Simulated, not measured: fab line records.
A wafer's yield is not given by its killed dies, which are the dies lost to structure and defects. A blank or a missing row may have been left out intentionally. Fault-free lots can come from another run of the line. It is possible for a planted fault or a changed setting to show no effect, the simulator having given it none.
Lot-split experiment / flow n5-finfet / 21 wafers read across 7 lots, on a route 1938 steps long

== SPLIT DETAILS ==
At N5_BEOL_M6_TRENCH_ETCH_37 (etches SiCOH lowk in C4F6/O2, target depth 94.435 nm, time 31.5 s), the setting bias-w was moved away from the recipe's 185 W on 8 of the 21 wafers read, by -11.5% to +15.8%. This setting was run at the recipe's value on the other wafers.

== FROM THE SPLIT TO THE READING: what the file shows between them, 4 steps ==
- N5_BEOL_M6_ETCH_41: etches SiCN in CH3F/O2, target depth 29.7 nm, time 52 s
- N5_BEOL_M6_STRIP_80: strips in N2/H2, time 10 s
- N5_BEOL_M6_ANNEAL_51: time 90 s
- N5_BEOL_M6_CMP_52: polishes, stops on SiCOH lowk, t overpolish 6.9 s, target thk 80 nm

== THE READING ==
M6_THK, in nm, at N5_BEOL_M6_THK_MEAS_53 (measures by xrf). Typical for fault-free wafers on this fab line: 81.8 nm, with standard deviation 2.1 nm.

wafer=L074.1; tool, chamber at the split=rie-diel-02, 1; bias-w as run, W=206.1; against the recipe=+11.4%; M6_THK, nm=83.8; against lot-mates on the recipe=+2.9
wafer=L074.3; tool, chamber at the split=rie-diel-02, 3; bias-w as run, W=185; against the recipe=recipe; M6_THK, nm=80.9; against lot-mates on the recipe=-
wafer=L074.6; tool, chamber at the split=rie-diel-02, 0; bias-w as run, W=206.1; against the recipe=+11.4%; M6_THK, nm=82.1; against lot-mates on the recipe=+1.2
wafer=L076.2; tool, chamber at the split=rie-diel-05, 1; bias-w as run, W=185; against the recipe=recipe; M6_THK, nm=83.2; against lot-mates on the recipe=-
wafer=L076.3; tool, chamber at the split=rie-diel-05, 0; bias-w as run, W=207.8; against the recipe=+12.3%; M6_THK, nm=86.7; against lot-mates on the recipe=+3.5
wafer=L076.4; tool, chamber at the split=rie-diel-05, 3; bias-w as run, W=207.8; against the recipe=+12.3%; M6_THK, nm=85.5; against lot-mates on the recipe=+2.3
wafer=L078.4; tool, chamber at the split=rie-diel-05, 2; bias-w as run, W=185; against the recipe=recipe; M6_THK, nm=79.6; against lot-mates on the recipe=-
wafer=L078.5; tool, chamber at the split=rie-diel-05, 1; bias-w as run, W=185; against the recipe=recipe; M6_THK, nm=83.8; against lot-mates on the recipe=-
wafer=L078.6; tool, chamber at the split=rie-diel-05, 2; bias-w as run, W=185; against the recipe=recipe; M6_THK, nm=81.5; against lot-mates on the recipe=-
wafer=L082.2; tool, chamber at the split=rie-diel-02, 2; bias-w as run, W=185; against the recipe=recipe; M6_THK, nm=78.3; against lot-mates on the recipe=-
wafer=L082.4; tool, chamber at the split=rie-diel-02, 0; bias-w as run, W=185; against the recipe=recipe; M6_THK, nm=79.6; against lot-mates on the recipe=-
wafer=L082.6; tool, chamber at the split=rie-diel-02, 2; bias-w as run, W=214.2; against the recipe=+15.8%; M6_THK, nm=84.0; against lot-mates on the recipe=+5.1
wafer=L084.2; tool, chamber at the split=rie-diel-02, 1; bias-w as run, W=185; against the recipe=recipe; M6_THK, nm=79.4; against lot-mates on the recipe=-
wafer=L084.4; tool, chamber at the split=rie-diel-02, 3; bias-w as run, W=185; against the recipe=recipe; M6_THK, nm=79.7; against lot-mates on the recipe=-
wafer=L084.6; tool, chamber at the split=rie-diel-02, 0; bias-w as run, W=185; against the recipe=recipe; M6_THK, nm=77.6; against lot-mates on the recipe=-
wafer=L085.3; tool, chamber at the split=rie-diel-04, 2; bias-w as run, W=185; against the recipe=recipe; M6_THK, nm=80.6; against lot-mates on the recipe=-
wafer=L085.4; tool, chamber at the split=rie-diel-04, 0; bias-w as run, W=185; against the recipe=recipe; M6_THK, nm=82.1; against lot-mates on the recipe=-
wafer=L085.5; tool, chamber at the split=rie-diel-04, 1; bias-w as run, W=163.8; against the recipe=-11.5%; M6_THK, nm=77.2; against lot-mates on the recipe=-4.1
wafer=L093.1; tool, chamber at the split=rie-diel-04, 1; bias-w as run, W=185; against the recipe=recipe; M6_THK, nm=83.8; against lot-mates on the recipe=-
wafer=L093.4; tool, chamber at the split=rie-diel-04, 2; bias-w as run, W=208.1; against the recipe=+12.5%; M6_THK, nm=87.3; against lot-mates on the recipe=+3.5
wafer=L093.6; tool, chamber at the split=rie-diel-04, 0; bias-w as run, W=208.1; against the recipe=+12.5%; M6_THK, nm=87.9; against lot-mates on the recipe=+4.1

THE FIT
A straight line over all 21 wafers: M6_THK changes by +0.348 nm for each +1% of bias-w; r = +0.78; the points scatter about the line by 2 nm.
The same after taking each lot's own level away (the mean of its wafers on the recipe; 21 wafers): +0.28 nm for each +1%; r = +0.89; scatter 1 nm.
Per that fit: largest bias-w move, reading shift of 4.4 nm.
The span of the lots' own levels, 78.90 to 83.80 nm, comes to 2.3 times the standard deviation stated above.
So the lot-to-lot level blurs the effect unless lot-mates are compared.
Check: with one of the wafers moved furthest among these (+15.8%) left out of the fit, the line predicts +4.08 nm for it against its lot-mates. Against them it came out at +5.05 nm.
Tool readings at the split's step, against how far the setting was moved: rf-vpp-V r = +0.92.

== FURTHER SPLITS ON THESE WAFERS ==
Before the reading, these wafers also passed through other splits. Each is held against what the fit with the lots' levels taken away leaves over:
other split on the same wafers=N5_BEOL_M5_EXPOSE_25 dose-mj; wafers away from the commonest value=4; r with M6_THK (lot level and that fit taken away)=+0.11

== THE WHOLE CHAIN: every reading that the file lists as answering this split, in the file's order ==
step=N5_BEOL_M6_TRENCH_ETCH_37; what it does=etches SiCOH lowk in C4F6/O2, target depth 94.435 nm, time 31.5 s; reading=rf-vpp-V; change (the file's fit)=+4.76 V for each +1% of the setting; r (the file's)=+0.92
step=N5_BEOL_M6_THK_MEAS_53; what it does=measures by xrf; reading=M6_THK; change (the file's fit)=+0.287 for each +1% of the setting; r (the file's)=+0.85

== THE FILE'S OWN FIT ==
M6_THK changes by +0.287 nm for each +1% of bias-w, r = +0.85.
